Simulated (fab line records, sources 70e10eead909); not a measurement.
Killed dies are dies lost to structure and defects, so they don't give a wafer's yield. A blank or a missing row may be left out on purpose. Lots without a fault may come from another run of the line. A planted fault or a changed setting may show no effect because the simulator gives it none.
Which tool did it? | flow nand_harc | 12 lots, 36 wafers sampled, at 7 steps of a route of 1302

WHAT THE GAUGES READ, wafer by wafer
NHARC_P_START_INSPECT_01. Usual: raw_defect_count 3.5, standard deviation 1.9.
lot  | measured     | on                | raw_defect_count | flag
L872 | day 1 20:02  | defect_inspect-01 | 2 3 3            |
L879 | day 4 18:02  | defect_inspect-02 | 6 3 8            |
L880 | day 5 04:02  | defect_inspect-01 | 2 5 7            |
L881 | day 5 14:02  | defect_inspect-02 | 1 2 6            |
L884 | day 6 20:03  | defect_inspect-01 | 3 3 5            |
L885 | day 7 06:02  | defect_inspect-01 | 2 1 7            |
L886 | day 7 16:02  | defect_inspect-02 | 5 3 5            |
L887 | day 8 02:02  | defect_inspect-01 | 4 4 2            |
L891 | day 9 18:03  | defect_inspect-01 | 2 1 3            |
L892 | day 10 04:02 | defect_inspect-01 | 4 2 6            |
L893 | day 10 14:02 | defect_inspect-02 | 4 1 3            |
L894 | day 11 00:02 | defect_inspect-02 | 3 3 3            |

NHARC_P_STI_CD_MEAS_09: target cd 200 nm. Usual: cd_nm 199.0 nm, standard deviation 2.2.
lot  | measured     | on        | cd_nm (nm)        | flag
L872 | day 2 18:43  | cd_sem-03 | 195.4 197.0 200.4 |
L879 | day 5 15:58  | cd_sem-01 | 200.0 197.5 198.5 |
L880 | day 6 04:33  | cd_sem-01 | 200.9 200.1 197.3 |
L881 | day 6 12:03  | cd_sem-03 | 200.2 203.0 202.0 |
L884 | day 7 18:14  | cd_sem-01 | 194.7 198.4 198.9 |
L885 | day 8 05:26  | cd_sem-01 | 199.1 197.7 195.1 |
L886 | day 8 16:49  | cd_sem-03 | 195.7 199.8 199.9 |
L887 | day 9 03:50  | cd_sem-03 | 200.9 201.6 199.4 |
L891 | day 10 17:39 | cd_sem-01 | 198.9 198.6 199.0 |
L892 | day 11 03:59 | cd_sem-01 | 201.8 199.0 201.2 |
L893 | day 11 12:38 | cd_sem-03 | 197.6 200.4 199.1 |
L894 | day 12 00:08 | cd_sem-03 | 200.6 199.7 196.4 |

NHARC_P_STI_CD_MEAS_16. Usual: cd_nm 198.7 nm, standard deviation 2.4.
lot  | measured     | on        | cd_nm (nm)        | flag
L872 | day 2 19:26  | cd_sem-03 | 194.1 196.8 200.8 |
L879 | day 5 16:42  | cd_sem-03 | 198.8 196.5 197.3 |
L880 | day 6 05:17  | cd_sem-01 | 200.6 199.7 196.7 |
L881 | day 6 12:44  | cd_sem-03 | 199.2 202.8 202.5 |
L884 | day 7 18:58  | cd_sem-01 | 194.3 197.5 199.5 |
L885 | day 8 06:10  | cd_sem-03 | 197.1 196.5 193.8 |
L886 | day 8 17:32  | cd_sem-03 | 196.6 200.4 199.4 |
L887 | day 9 04:31  | cd_sem-01 | 201.5 201.7 199.2 |
L891 | day 10 18:21 | cd_sem-03 | 199.1 198.2 198.4 |
L892 | day 11 04:40 | cd_sem-03 | 200.7 199.0 201.3 |
L893 | day 11 13:20 | cd_sem-01 | 197.4 200.9 198.8 |
L894 | day 12 00:50 | cd_sem-03 | 200.1 200.0 195.0 |

NHARC_P_STI_OCD_MEAS_17. Usual: trench_depth_nm 302 nm, standard deviation 4.5; trench_foot_cd_nm 156.8 nm, standard deviation 2.3.
lot  | measured     | on     | trench_depth_nm (nm) | trench_foot_cd_nm (nm) | flag
L872 | day 2 19:32  | ocd-02 | 301 304 305          | 153.0 154.6 157.5      |
L879 | day 5 16:47  | ocd-01 | 300 311 302          | 157.5 153.8 156.3      |
L880 | day 6 05:22  | ocd-01 | 303 301 293          | 158.8 157.8 156.6      |
L881 | day 6 12:50  | ocd-01 | 298 311 297          | 158.3 159.8 160.3      |
L884 | day 7 19:04  | ocd-01 | 307 309 305          | 151.6 154.8 156.4      |
L885 | day 8 06:16  | ocd-02 | 303 310 302          | 156.7 154.8 152.6      |
L886 | day 8 17:37  | ocd-01 | 0 0 0                | - - -                  | OFF
L887 | day 9 04:37  | ocd-02 | 0 0 0                | - - -                  | OFF
L891 | day 10 18:27 | ocd-02 | 298 301 298          | 157.4 156.3 157.2      |
L892 | day 11 04:46 | ocd-01 | 295 304 304          | 161.2 156.6 158.5      |
L893 | day 11 13:25 | ocd-02 | 300 305 296          | 155.3 158.0 157.5      |
L894 | day 12 00:56 | ocd-02 | 305 296 303          | 157.9 157.3 153.7      |

NHARC_P_STI_OCD_MEAS_43. Usual: trench_depth_nm 302 nm, standard deviation 4.5; trench_foot_cd_nm 156.9 nm, standard deviation 2.4.
lot  | measured     | on     | trench_depth_nm (nm) | trench_foot_cd_nm (nm) | flag
L872 | day 2 20:02  | ocd-01 | 300 304 306          | 153.6 154.6 157.5      |
L879 | day 5 17:17  | ocd-02 | 301 311 302          | 158.1 154.0 156.3      |
L880 | day 6 05:53  | ocd-02 | 303 300 293          | 158.6 157.8 156.3      |
L881 | day 6 13:21  | ocd-02 | 298 311 297          | 158.5 159.1 160.8      |
L884 | day 7 19:34  | ocd-02 | 308 309 305          | 151.2 154.6 156.1      |
L885 | day 8 06:46  | ocd-01 | 304 309 303          | 156.7 154.5 152.5      |
L886 | day 8 18:08  | ocd-02 | 0 0 0                | - - -                  | OFF
L887 | day 9 05:07  | ocd-01 | 0 0 0                | - - -                  | OFF
L891 | day 10 18:58 | ocd-01 | 299 300 298          | 157.6 156.6 157.2      |
L892 | day 11 05:16 | ocd-02 | 295 304 303          | 160.2 156.4 158.5      |
L893 | day 11 13:56 | ocd-01 | 300 305 296          | 155.6 157.7 157.7      |
L894 | day 12 01:28 | ocd-01 | 305 297 304          | 157.9 158.3 154.0      |

NHARC_END_SORT_01. Usual: killed_at_array 52, standard deviation 18; killed_at_other 0.6, standard deviation 0.83; killed_at_periphery 4.3, standard deviation 2.8; killed_dies 57, standard deviation 19; killed_open 3.4, standard deviation 2; killed_short 2.5, standard deviation 1.7.
lot  | measured     | on        | killed_at_array | killed_at_other | killed_at_periphery | killed_dies | killed_open | killed_short | flag
L886 | day 30 08:54 | prober-02 | 58 74 70        | 1 1 0           | 618 602 607         | 677 677 677 | 0 4 5       | 1 3 1        | OFF
L887 | day 31 02:07 | prober-02 | 32 42 33        | 0 1 1           | 645 634 643         | 677 677 677 | 2 5 4       | 2 3 1        | OFF

WHICH TOOL RAN EACH LOT (tool, then ch and the chambers of the sampled wafers, then the start)
lot  | NHARC_P_STI_ETCH_15
L872 | rie_si-03 ch 0,1,3, day 2 19:18
L879 | rie_si-03 ch 0,1,3, day 5 16:34
L880 | rie_si-04 ch 1,2,3, day 6 05:05
L881 | rie_si-03 ch 0,2,3, day 6 12:35
L884 | rie_si-02 ch 0,1, day 7 18:49
L885 | rie_si-02 ch 0,1, day 8 06:01
L886 | rie_si-02 ch 1,2, day 8 17:20
L887 | rie_si-03 ch 1,2, day 9 04:22
L891 | rie_si-04 ch 2,3, day 10 18:12
L892 | rie_si-03 ch 0,1,3, day 11 04:31
L893 | rie_si-03 ch 0,1,2, day 11 13:10
L894 | rie_si-03 ch 0,1,3, day 12 00:41
- NHARC_P_STI_ETCH_15: etches the open film in HBr/Cl2, target depth 300 nm, time 100.1 s.

WHAT THE TOOLS THEMSELVES READ (means of the sampled wafers that have a number; where no wafer has one, the mark that the record gives instead)
NHARC_P_STI_ETCH_15. Usual: bias_w 100.0 W, standard deviation 0.31; chamber_pressure_mTorr 15.000 mTorr, standard deviation 0.013; drypump_motor_current_A 5.6 A, standard deviation 0.43; oes_product_au 1.002 a.u., standard deviation 0.011; throttle_valve_pct 26.406 %, standard deviation 0.0095.
lot  | tool      | bias_w (W) | chamber_pressure_mTorr (mTorr) | drypump_motor_current_A (A) | oes_product_au (a.u.) | throttle_valve_pct (%) | flag
L872 | rie_si-03 | 99.9       | 15.003                         | 5.3                         | 1.006                 | 26.405                 |
L879 | rie_si-03 | 100.0      | 15.003                         | 5.3                         | 1.012                 | 26.397                 |
L880 | rie_si-04 | 100.1      | 14.984                         | 5.7                         | 0.995                 | 26.415                 |
L881 | rie_si-03 | 100.0      | 14.998                         | 5.5                         | 1.001                 | 26.405                 |
L884 | rie_si-02 | 100.3      | 14.988                         | 5.9                         | 1.015                 | 26.396                 |
L885 | rie_si-02 | 99.8       | 14.985                         | 5.9                         | 1.013                 | 26.405                 |
L886 | rie_si-02 | -          | -                              | -                           | -                     | -                      | OFF
L887 | rie_si-03 | -          | -                              | -                           | -                     | -                      | OFF
L891 | rie_si-04 | 100.2      | 15.000                         | 6.0                         | 0.997                 | 26.400                 |
L892 | rie_si-03 | 99.9       | 15.001                         | 5.3                         | 1.004                 | 26.410                 |
L893 | rie_si-03 | 100.1      | 15.004                         | 5.2                         | 0.999                 | 26.409                 |
L894 | rie_si-03 | 100.1      | 14.993                         | 5.3                         | 0.996                 | 26.411                 |

THE ANSWER, worked out from the rows above alone
Rule: a lot is off if the mean of its wafers that have a number lies more than 3 standard deviations from the usual mean. A lot without any number at a reading at which 4 lots or more have one is off too. The other lots that the step has rows for count as sound. The gauges are gone through in route order, then the tools' own readings, and for those a lot's mean is taken as printed above. The first step at which some lot is off is used, and at that step the reading that is off furthest; a lot without a number counts as furthest.
Off: L886, L887, at NHARC_P_STI_OCD_MEAS_17 (trench_foot_cd_nm). Without a number there: L886, L887.
A tool fits if, at a process step before that reading, it ran every lot that is off, and no sound lot after the first of them. The gauges at NHARC_P_STI_OCD_MEAS_17 aren't tried: what is off there is off at NHARC_END_SORT_01 too, on other tools, and a gauge's error can't cause that. None of those tried fits.

WHAT THE SIMULATOR HAD PUT IN
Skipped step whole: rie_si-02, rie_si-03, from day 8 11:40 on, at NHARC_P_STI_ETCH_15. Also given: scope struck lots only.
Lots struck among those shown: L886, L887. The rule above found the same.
